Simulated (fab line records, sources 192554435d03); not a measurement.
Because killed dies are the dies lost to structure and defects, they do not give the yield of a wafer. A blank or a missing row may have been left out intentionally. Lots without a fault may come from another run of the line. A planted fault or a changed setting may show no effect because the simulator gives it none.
Which tool was responsible? ; flow n5-finfet ; 23 lots, 69 wafers sampled, at 3 steps of a route of 1938

WHAT EACH GAUGE READ, for each wafer
N5_BEOL_M10_OVL_MEAS_29.
lot;measured;on;V9_OVL (nm)
L075;day 10 18:22;overlay-02;0.0 0.2 -0.1
L078;day 12 20:14;overlay-02;-1.7 -0.7 -1.5
L077;day 12 22:55;overlay-02;0.4 0.4 0.8
L076;day 13 09:14;overlay-01;0.6 -0.1 0.4
L083;day 13 09:20;overlay-02;0.6 0.4 0.6
L080;day 13 14:46;overlay-01;0.5 0.0 0.1
L081;day 13 14:56;overlay-02;-0.6 -1.0 -0.9
L079;day 14 00:45;overlay-02;-0.9 -0.2 0.5
L082;day 14 01:14;overlay-02;-1.1 0.0 -1.0
L084;day 14 12:38;overlay-01;-0.8 0.2 0.7
L086;day 14 18:19;overlay-02;-1.1 0.6 -0.1
L085;day 14 23:26;overlay-01;-0.9 -1.3 -0.9
L088;day 15 02:49;overlay-01;-1.7 -0.7 -1.4
L087;day 15 06:58;overlay-01;0.6 0.3 0.2
L091;day 15 14:44;overlay-02;-0.3 -0.9 -0.5
L089;day 16 05:05;overlay-02;-0.2 0.1 0.4
L093;day 16 08:47;overlay-02;-0.5 0.5 1.3
L090;day 16 13:34;overlay-01;1.5 1.4 0.9
L094;day 16 17:46;overlay-01;1.2 0.2 0.6
L092;day 16 20:12;overlay-01;-0.8 0.4 -0.4
L095;day 17 00:56;overlay-01;0.3 0.5 -1.1
L096;day 17 17:13;overlay-02;-0.6 -0.6 -0.9
L097;day 17 19:54;overlay-01;0.5 0.1 -0.7

N5_BEOL_M11_CD_MEAS_11: the cd target is 64.1 nm.
lot;measured;on;cd-nm (nm)
L075;day 11 02:12;cd-sem-01;63.3 62.9 63.5
L078;day 13 06:01;cd-sem-01;64.4 63.7 64.0
L077;day 13 06:52;cd-sem-02;63.3 63.4 63.5
L076;day 13 13:16;cd-sem-01;63.4 63.5 63.4
L083;day 13 15:50;cd-sem-02;63.7 63.2 64.1
L080;day 13 19:50;cd-sem-03;63.7 63.8 63.8
L081;day 13 21:17;cd-sem-02;64.3 64.9 65.5
L079;day 14 06:24;cd-sem-03;64.4 63.7 64.2
L082;day 14 09:43;cd-sem-01;62.5 62.6 62.8
L084;day 14 18:29;cd-sem-02;63.7 62.6 63.7
L086;day 15 00:47;cd-sem-02;63.6 63.7 65.3
L085;day 15 04:49;cd-sem-01;64.4 65.0 65.2
L088;day 15 07:42;cd-sem-01;64.8 63.9 65.4
L087;day 15 15:21;cd-sem-03;64.5 65.0 65.6
L091;day 15 21:43;cd-sem-03;62.8 62.9 62.7
L089;day 16 10:47;cd-sem-01;64.8 63.9 64.7
L093;day 16 14:56;cd-sem-01;62.9 63.2 64.1
L090;day 16 18:59;cd-sem-01;65.9 64.9 65.1
L094;day 16 23:16;cd-sem-02;64.4 64.1 65.3
L092;day 17 01:56;cd-sem-01;65.1 63.9 65.7
L095;day 17 08:28;cd-sem-02;62.7 63.5 63.0
L096;day 17 23:12;cd-sem-01;64.2 63.6 63.9
L097;day 18 02:10;cd-sem-02;64.9 63.9 64.6

EACH LOT AND THE TOOL THAT RAN IT (in order: tool; ch and the chambers of the sampled wafers; start)
lot;N5_BEOL_M10_ETCH_65
L075;rie-diel-04 ch 0,1,3, day 10 18:28
L078;rie-diel-03 ch 0,2,3, day 12 20:19
L077;rie-diel-02 ch 0,3, day 12 23:01
L076;rie-diel-03 ch 0,1,2, day 13 09:20
L083;rie-diel-02 ch 2,3, day 13 09:40
L080;rie-diel-04 ch 1,3, day 13 14:57
L081;rie-diel-02 ch 0,1,3, day 13 15:01
L079;rie-diel-02 ch 0,1,2, day 14 01:13
L082;rie-diel-02 ch 1,2,3, day 14 01:41
L084;rie-diel-04 ch 1,3, day 14 12:51
L086;rie-diel-04 ch 0,1,2, day 14 18:25
L085;rie-diel-02 ch 0,1, day 14 23:37
L088;rie-diel-02 ch 0,1,2, day 15 02:55
L087;rie-diel-02 ch 0,1,2, day 15 08:47
L091;rie-diel-03 ch 1,2, day 15 14:54
L089;rie-diel-02 ch 0,2, day 16 05:10
L093;rie-diel-04 ch 0,2, day 16 08:53
L090;rie-diel-04 ch 0,1,3, day 16 13:41
L094;rie-diel-02 ch 1,2,3, day 16 18:10
L092;rie-diel-02 ch 1,2, day 16 20:18
L095;rie-diel-02 ch 2,3, day 17 01:02
L096;rie-diel-02 ch 1,2,3, day 17 17:50
L097;rie-diel-03 ch 0,1,3, day 17 20:11
- N5_BEOL_M10_ETCH_65: etches SiARC in CF4, target depth 39 nm, time 65 s.

AS READ BY THE TOOLS THEMSELVES (means over the sampled wafers that have a number; for cases with no such wafer, the mark the record gives instead)
N5_BEOL_M10_ETCH_65.
lot;tool;drypump-motor-current-A (A);etch-rf-on-time-s (s);oes-product-au (a.u.);rf-vpp-V (V);showerhead-plenum-p-Torr (Torr);throttle-valve-pct (%)
L075;rie-diel-04;5.8;65.2;0.66;184.7;2.16;15.64
L078;rie-diel-03;5.0;63.5;0.68;184.5;2.15;15.67
L077;rie-diel-02;5.9;64.2;0.72;183.3;2.11;15.55
L076;rie-diel-03;5.3;63.7;0.70;184.4;2.10;15.56
L083;rie-diel-02;5.4;64.7;0.66;184.2;2.17;15.41
L080;rie-diel-04;5.8;63.9;0.66;184.0;2.13;15.72
L081;rie-diel-02;5.8;64.3;0.73;183.5;2.11;15.63
L079;rie-diel-02;5.7;64.9;0.69;184.4;2.15;15.65
L082;rie-diel-02;5.5;64.2;0.72;184.0;2.13;15.46
L084;rie-diel-04;5.8;64.0;0.65;184.6;2.12;15.75
L086;rie-diel-04;5.9;62.4;0.74;183.9;2.19;15.48
L085;rie-diel-02;5.7;64.0;0.73;183.5;2.12;15.71
L088;rie-diel-02;5.6;64.5;0.68;183.4;2.15;15.67
L087;rie-diel-02;5.7;64.1;0.68;184.4;2.15;15.68
L091;rie-diel-03;5.4;65.3;0.64;182.7;2.06;15.72
L089;rie-diel-02;5.9;64.1;0.64;184.4;2.17;15.82
L093;rie-diel-04;5.9;62.4;0.77;185.8;2.20;15.29
L090;rie-diel-04;5.8;63.7;0.70;184.5;2.14;15.56
L094;rie-diel-02;5.5;64.6;0.69;183.7;2.12;15.51
L092;rie-diel-02;5.4;64.7;0.69;184.5;2.12;15.59
L095;rie-diel-02;5.4;64.6;0.63;185.5;2.15;15.47
L096;rie-diel-02;5.5;65.4;0.68;183.4;2.12;15.53
L097;rie-diel-03;5.2;65.8;0.69;184.7;2.16;15.45

THE ANSWER, worked out from the rows above alone
Rule: usual is defined by the lots themselves. Put in order of their means at a reading, lots are off if they are a third of the lots or fewer, leave a main group of 4 or more, and stand apart from it by a gap of 3 or more times the standard deviation of the main group's means; of several such gaps the widest counts. If all means in a main group match to the digits the tables above print for the reading, that group is not used. Also off: a lot with no number at a reading for which 4 or more lots have one. Any other lot the step has rows for is counted as sound. Order of review: gauges by route order, followed by the tools' own readings, for which a lot's mean as printed above is used. At the first step where some lot is off, the reading lying furthest off is the one used; lots without a number count as furthest.
No lot is off at any reading shown: from this, nothing can be told.

WHAT THE SIMULATOR HAD PUT IN
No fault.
